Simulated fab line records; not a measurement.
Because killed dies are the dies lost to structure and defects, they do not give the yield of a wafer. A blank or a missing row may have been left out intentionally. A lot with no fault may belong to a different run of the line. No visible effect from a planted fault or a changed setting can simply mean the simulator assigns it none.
The tool behind it: which one? + flow n5-finfet + 12 lots, 36 wafers sampled, at 3 steps of a route of 1938

WHAT THE GAUGES READ, wafer by wafer
N5_BEOL_M10_CD_MEAS_11: target cd 64.1 nm.
| lot  | measured     | on        | cd-nm (nm)     |
|------|--------------|-----------|----------------|
| L074 | day 11 01:17 | cd-sem-01 | 63.0 63.9 64.3 |
| L077 | day 11 04:40 | cd-sem-03 | 64.2 65.3 64.9 |
| L078 | day 11 19:10 | cd-sem-01 | 63.0 63.4 63.3 |
| L080 | day 11 23:22 | cd-sem-03 | 63.1 63.8 63.7 |
| L083 | day 12 21:45 | cd-sem-02 | 63.3 64.2 63.3 |
| L086 | day 13 18:12 | cd-sem-03 | 65.1 64.1 65.2 |
| L088 | day 14 01:24 | cd-sem-03 | 63.3 63.6 64.1 |
| L087 | day 14 03:35 | cd-sem-02 | 64.1 64.3 65.5 |
| L090 | day 14 13:38 | cd-sem-01 | 63.7 64.8 63.9 |
| L093 | day 14 20:25 | cd-sem-03 | 63.9 63.3 64.2 |
| L095 | day 16 02:40 | cd-sem-02 | 62.6 63.3 63.6 |
| L096 | day 16 10:48 | cd-sem-01 | 65.3 65.6 64.8 |

WHICH TOOL RAN EACH LOT (tool, then ch and the chambers of the sampled wafers, then the start)
| lot  | N5_BEOL_M9_ALD_74                   | N5_BEOL_M9_SURFACE_TREAT_79  |
|------|-------------------------------------|------------------------------|
| L074 | ald-metal-03 ch 1,3, day 10 20:31   | pvd-sputter-01, day 10 20:49 |
| L077 | ald-metal-04 ch 0,3, day 11 00:45   | pvd-sputter-02, day 11 01:08 |
| L078 | ald-metal-03 ch 0,1, day 11 15:43   | pvd-sputter-01, day 11 16:05 |
| L080 | ald-metal-03 ch 0,1,3, day 11 16:34 | pvd-sputter-01, day 11 16:53 |
| L083 | ald-metal-04 ch 0,1,2, day 12 17:56 | pvd-sputter-02, day 12 18:17 |
| L086 | ald-metal-02 ch 0,1, day 13 14:03   | pvd-sputter-02, day 13 14:26 |
| L088 | ald-metal-02 ch 0,2, day 13 22:02   | pvd-sputter-01, day 13 22:28 |
| L087 | ald-metal-02 ch 0,1,2, day 13 22:44 | pvd-sputter-02, day 13 23:06 |
| L090 | ald-metal-04 ch 0,1,3, day 14 08:03 | pvd-sputter-01, day 14 08:20 |
| L093 | ald-metal-02 ch 0,1,3, day 14 15:38 | pvd-sputter-03, day 14 15:59 |
| L095 | ald-metal-04 ch 1,2, day 15 22:03   | pvd-sputter-01, day 15 22:26 |
| L096 | ald-metal-04 ch 0,2,3, day 16 06:38 | pvd-sputter-02, day 16 07:05 |
- N5_BEOL_M9_ALD_74: deposits TaN, target thk 2 nm, pulse time 2 s, purge time 3 s.
- N5_BEOL_M9_SURFACE_TREAT_79

THE ANSWER, worked out from the rows above alone
Rule: the usual values come from the lots themselves. The widest of any qualifying gaps counts: lots, ordered by their means at a reading, are off when they make up no more than a third of the lots, leave a main group of 4 or more, and stand apart from it by 3 or more times the standard deviation of that group's means. If all means in a main group match to the digits the tables above print for the reading, that group is not used. A lot without any number at a reading at which 4 lots or more have one is off too. All remaining lots with rows at the step are treated as sound.
No lot is off on any of the readings shown, so nothing can be concluded from this.

WHAT THE SIMULATOR HAD PUT IN
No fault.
